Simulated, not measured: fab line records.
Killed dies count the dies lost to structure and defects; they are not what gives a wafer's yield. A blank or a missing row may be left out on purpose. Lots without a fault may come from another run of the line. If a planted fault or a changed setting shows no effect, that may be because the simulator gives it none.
Which tool did it? -- flow nand-harc -- 12 lots, 36 wafers sampled, at 5 steps of a route of 1302

WHAT THE GAUGES SHOWED, per wafer
NHARC_END_SORT_01. Usual: killed-at-array 64, standard deviation 20; killed-at-other 0.7, standard deviation 1.1; killed-at-periphery 3.6, standard deviation 2.7; killed-dies 68, standard deviation 20; killed-open 2.8, standard deviation 1.9; killed-short 2.3, standard deviation 1.5.
lot,measured,on,killed-at-array,killed-at-other,killed-at-periphery,killed-dies,killed-open,killed-short,flag
L472,day 30 09:40,prober-02,670 674 674,1 0 0,6 3 3,677 677 677,6 2 1,5 5 3,OFF
L473,day 31 05:39,prober-01,671 674 667,0 0 1,6 3 9,677 677 677,4 0 5,0 2 1,OFF
L471,day 31 10:38,prober-02,674 677 676,1 0 0,2 0 1,677 677 677,9 1 3,2 1 6,OFF

WHAT TOOL EACH LOT RAN ON (gives the tool, then ch and the chambers of the sampled wafers, and finally the start)
lot,NHARC_A_CONTACT_ETCH_50,NHARC_A_CONTACT_ETCH_115,NHARC_A_CONTACT_ETCH_120,NHARC_A_CONTACT_ETCH_123
L457,"rie-diel-02 ch 0,2, day 21 18:58 or earlier","har-cap-etch-02 ch 0,1, day 21 18:58","har-cap-etch-02 ch 0,1, day 21 19:49","har-cap-etch-02 ch 0,1, day 21 20:19"
L459,"rie-diel-06 ch 0,2,3, day 22 05:59 or earlier","har-cap-etch-03 ch 0,1, day 22 05:59","har-cap-etch-03 ch 0,1, day 22 06:51","har-cap-etch-03 ch 0,1, day 22 07:25"
L462,"rie-diel-02 ch 0,2,3, day 24 10:23 or earlier","har-cap-etch-02 ch 0,1, day 24 10:23","har-cap-etch-02 ch 0,1, day 24 11:14","har-cap-etch-02 ch 0,1, day 24 11:55"
L465,"rie-diel-09 ch 0,2,3, day 24 12:40 or earlier","har-cap-etch-01 ch 0,1, day 24 12:40","har-cap-etch-01 ch 0,1, day 24 13:32","har-cap-etch-01 ch 0,1, day 24 14:03"
L464,"rie-diel-09 ch 0,3, day 24 18:44 or earlier","har-cap-etch-02 ch 0,1, day 24 18:44","har-cap-etch-02 ch 0,1, day 24 19:36","har-cap-etch-02 ch 0,1, day 24 20:06"
L466,"rie-diel-09 ch 0,2,3, day 25 09:41 or earlier","har-cap-etch-01 ch 0,1, day 25 09:41","har-cap-etch-01 ch 0,1, day 25 10:32","har-cap-etch-01 ch 0,1, day 25 11:05"
L468,"rie-diel-06 ch 0,2, day 26 10:57 or earlier","har-cap-etch-01 ch 0,1, day 26 10:57","har-cap-etch-01 ch 0,1, day 26 11:48","har-cap-etch-01 ch 0,1, day 26 12:23"
L472,"rie-diel-02 ch 0,2,3, day 27 10:41 or earlier","har-cap-etch-01 ch 0,1, day 27 10:41","har-cap-etch-01 ch 0,1, day 27 11:32","har-cap-etch-01 ch 0,1, day 27 12:10"
L473,"rie-diel-06 ch 1,2,3, day 28 02:23 or earlier","har-cap-etch-01 ch 0,1, day 28 02:23","har-cap-etch-01 ch 0,1, day 28 03:15","har-cap-etch-01 ch 0,1, day 28 03:46"
L471,"rie-diel-09 ch 0,2,3, day 28 11:13 or earlier","har-cap-etch-03 ch 0,1, day 28 11:13","har-cap-etch-03 ch 0,1, day 28 12:05","har-cap-etch-03 ch 0,1, day 28 12:35"
L477,"rie-diel-06 ch 0,1, day 30 00:07 or earlier","har-cap-etch-01 ch 0, day 30 00:07","har-cap-etch-01 ch 0, day 30 00:58","har-cap-etch-01 ch 0, day 30 01:28"
L480,"rie-diel-02 ch 1,2,3, day 31 02:56 or earlier","har-cap-etch-02 ch 0,1, day 31 02:56","har-cap-etch-02 ch 0,1, day 31 03:47","har-cap-etch-02 ch 0,1, day 31 04:17"
- NHARC_A_CONTACT_ETCH_50: etches the open film in CF4/CHF3, target depth 121 nm, time 60.5 s.
- NHARC_A_CONTACT_ETCH_115: etches the open film in C4F8/O2/Ar, time 190 s, target depth 1850 nm.
- NHARC_A_CONTACT_ETCH_120: etches the open film in C4F8/O2/Ar, time 190 s, target depth 1850 nm.
- NHARC_A_CONTACT_ETCH_123: etches the open film in C4F8/O2/Ar, time 490 s, target depth 2110 nm.

WHAT THE TOOLS THEMSELVES READ (means of the sampled wafers that have a number; where no wafer has one, the mark that the record gives instead)
NHARC_A_CONTACT_ETCH_50. Usual: bias-w 200.0 W, standard deviation 0.6; cf4-flow-sccm 100.0 sccm, standard deviation 0.34; chamber-pressure-mTorr 25.000 mTorr, standard deviation 0.023; drypump-motor-current-A 5.7 A, standard deviation 0.46; oes-product-au 0.948 a.u., standard deviation 0.021; rf-vpp-V 370.8 V, standard deviation 2.8; showerhead-plenum-p-Torr 1.58 Torr, standard deviation 0.08; throttle-valve-pct 16.802 %, standard deviation 0.0084.
lot,tool,bias-w (W),cf4-flow-sccm (sccm),chamber-pressure-mTorr (mTorr),drypump-motor-current-A (A),oes-product-au (a.u.),rf-vpp-V (V),showerhead-plenum-p-Torr (Torr),throttle-valve-pct (%),flag
L457,rie-diel-02,200.4,99.8,24.997,5.9,0.916,370.6,1.57,16.802,
L459,rie-diel-06,200.2,99.3,24.984,5.6,0.966,370.9,1.59,16.804,
L462,rie-diel-02,200.0,100.1,25.007,6.1,0.921,372.8,1.62,16.798,
L465,rie-diel-09,200.4,100.0,25.004,5.6,0.923,369.9,1.54,16.802,
L464,rie-diel-09,199.7,99.9,24.986,6.0,0.969,367.2,1.47,16.805,
L466,rie-diel-09,200.1,100.1,25.014,5.6,0.929,368.6,1.54,16.812,
L468,rie-diel-06,199.9,100.0,25.007,5.8,0.972,373.3,1.65,16.798,
L472,rie-diel-02,200.2,100.3,25.014,6.1,0.954,371.5,1.61,16.799,
L473,rie-diel-06,199.8,100.4,24.995,5.4,0.919,369.5,1.53,16.805,
L471,rie-diel-09,199.6,100.4,25.000,5.6,0.924,369.4,1.54,16.804,
L477,rie-diel-06,200.4,99.8,25.004,5.6,0.959,372.2,1.63,16.801,
L480,rie-diel-02,199.5,100.1,24.986,6.2,0.938,370.7,1.57,16.796,

NHARC_A_CONTACT_ETCH_115. Usual: chamber-pressure-mTorr 19.999 mTorr, standard deviation 0.017; oes-air-line-au 1.003 a.u., standard deviation 0.021.
lot,tool,chamber-pressure-mTorr (mTorr),oes-air-line-au (a.u.),flag
L457,har-cap-etch-02,19.997,0.992,
L459,har-cap-etch-03,20.010,0.983,
L462,har-cap-etch-02,19.993,0.986,
L465,har-cap-etch-01,19.995,0.998,
L464,har-cap-etch-02,20.010,1.013,
L466,har-cap-etch-01,19.994,1.019,
L468,har-cap-etch-01,20.004,0.998,
L472,har-cap-etch-01,19.999,0.974,
L473,har-cap-etch-01,19.993,1.016,
L471,har-cap-etch-03,20.005,1.030,
L477,har-cap-etch-01,19.996,0.997,
L480,har-cap-etch-02,19.998,1.019,

NHARC_A_CONTACT_ETCH_120. Usual: chamber-pressure-mTorr 20.000 mTorr, standard deviation 0.018; oes-air-line-au 0.998 a.u., standard deviation 0.021.
lot,tool,chamber-pressure-mTorr (mTorr),oes-air-line-au (a.u.),flag
L457,har-cap-etch-02,20.005,0.996,
L459,har-cap-etch-03,19.991,0.999,
L462,har-cap-etch-02,20.002,1.001,
L465,har-cap-etch-01,20.019,1.012,
L464,har-cap-etch-02,19.988,0.973,
L466,har-cap-etch-01,20.005,0.994,
L468,har-cap-etch-01,19.998,0.979,
L472,har-cap-etch-01,19.998,0.990,
L473,har-cap-etch-01,19.995,1.019,
L471,har-cap-etch-03,19.996,0.995,
L477,har-cap-etch-01,20.003,1.007,
L480,har-cap-etch-02,19.997,1.020,

NHARC_A_CONTACT_ETCH_123. Usual: chamber-pressure-mTorr 20.002 mTorr, standard deviation 0.019; oes-air-line-au 1.000 a.u., standard deviation 0.021.
lot,tool,chamber-pressure-mTorr (mTorr),oes-air-line-au (a.u.),flag
L457,har-cap-etch-02,20.028,0.991,
L459,har-cap-etch-03,19.993,0.999,
L462,har-cap-etch-02,20.024,1.007,
L465,har-cap-etch-01,19.997,0.994,
L464,har-cap-etch-02,19.993,1.023,
L466,har-cap-etch-01,20.006,0.990,
L468,har-cap-etch-01,20.006,1.022,
L472,har-cap-etch-01,-,-,OFF
L473,har-cap-etch-01,-,-,OFF
L471,har-cap-etch-03,-,-,OFF
L477,har-cap-etch-01,19.999,1.014,
L480,har-cap-etch-02,19.994,1.015,

THE ANSWER, worked out from the rows above alone
Rule: a lot counts as off when the mean over its wafers that have a number is more than 3 standard deviations away from the usual mean. A lot without any number at a reading at which 4 lots or more have one is off too. The other lots that the step has rows for count as sound. Order of review: gauges by route order, followed by the tools' own readings, for which a lot's mean as printed above is used. At the first step where some lot is off, the reading lying furthest off is the one used; lots without a number count as furthest.
Off: L472, L473, L471 (NHARC_END_SORT_01, killed-at-array). Neither off nor sound, because the step has no rows for them: L457, L459, L462, L465, L464, L466, L468, L477, L480.
If a tool, at a process step before that reading, ran all the lots that are off and no sound lot after the first of them, it fits. The gauges at NHARC_END_SORT_01 aren't tried: what is off there is off at NHARC_A_CONTACT_ETCH_123 too, on other tools, and a gauge's error can't cause that. NHARC_A_CONTACT_ETCH_50 gives no start for some lots, so the hours and the order of its lots are those of NHARC_A_CONTACT_ETCH_115. No candidate that was tried fits.

WHAT THE SIMULATOR HAD INSERTED
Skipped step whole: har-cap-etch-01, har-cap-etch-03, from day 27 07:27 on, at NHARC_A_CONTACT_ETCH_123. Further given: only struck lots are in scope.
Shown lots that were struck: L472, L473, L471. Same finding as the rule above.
